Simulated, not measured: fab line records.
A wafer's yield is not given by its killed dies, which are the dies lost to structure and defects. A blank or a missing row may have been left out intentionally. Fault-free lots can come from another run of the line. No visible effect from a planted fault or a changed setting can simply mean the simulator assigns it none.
Matching of chambers + flow n5-finfet + N5_BEOL_M12_DEP_53 on pecvd-03: 3 sister chambers
The step deposits SiCN from 3MS/NH3, target thk 30 nm, time 10.5 s. 3 wafers are shown with their chamber, then 11 later ones without.

WAFERS WITH THEIR CHAMBER
| wafer  | chamber | showerhead-plenum-p-Torr (Torr) |
|--------|---------|---------------------------------|
| L087.4 | 1       | 4.124                           |
| L088.4 | 0       | 4.138                           |
| L091.3 | 2       | 4.166                           |

WAFERS MISSING THEIR CHAMBER
| wafer  | showerhead-plenum-p-Torr (Torr) |
|--------|---------------------------------|
| L091.5 | 4.144                           |
| L091.6 | 4.130                           |
| L095.1 | 4.127                           |
| L095.3 | 4.153                           |
| L095.6 | 4.165                           |
| L094.3 | 4.135                           |
| L094.5 | 4.139                           |
| L094.6 | 4.127                           |
| L096.1 | 4.126                           |
| L096.4 | 4.161                           |
| L096.5 | 4.133                           |

WHICH CHAMBER EACH WENT THROUGH
| wafer  | from the rows above     | in truth |
|--------|-------------------------|----------|
| L091.5 | 0                       | 0        |
| L091.6 | can't be placed: 1 or 0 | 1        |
| L095.1 | can't be placed: 1 or 0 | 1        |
| L095.3 | can't be placed: 2 or 0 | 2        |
| L095.6 | 2                       | 2        |
| L094.3 | can't be placed: 0 or 1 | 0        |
| L094.5 | 0                       | 0        |
| L094.6 | can't be placed: 1 or 0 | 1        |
| L096.1 | can't be placed: 1 or 0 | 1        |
| L096.4 | 2                       | 2        |
| L096.5 | can't be placed: 0 or 1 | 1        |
Correctly placed: 4 of 11. These rows do not allow placing 7 (true chamber among the candidates in 7). Number placed wrongly: 0.
How it was worked out, from the rows above alone: a wafer's distance from a chamber is the root of the sum, over the readings, of the square of ((its reading less the chamber's mean) divided by the reading's scatter). The wafer belongs to the nearest chamber; if the next one is less than 2 further off, it can't be placed. The mean given for a chamber averages the wafers shown for that chamber. The scatter (one wafer shown for each chamber): square how far every hidden wafer sits from the nearest shown wafer, average those squares and take the square root.
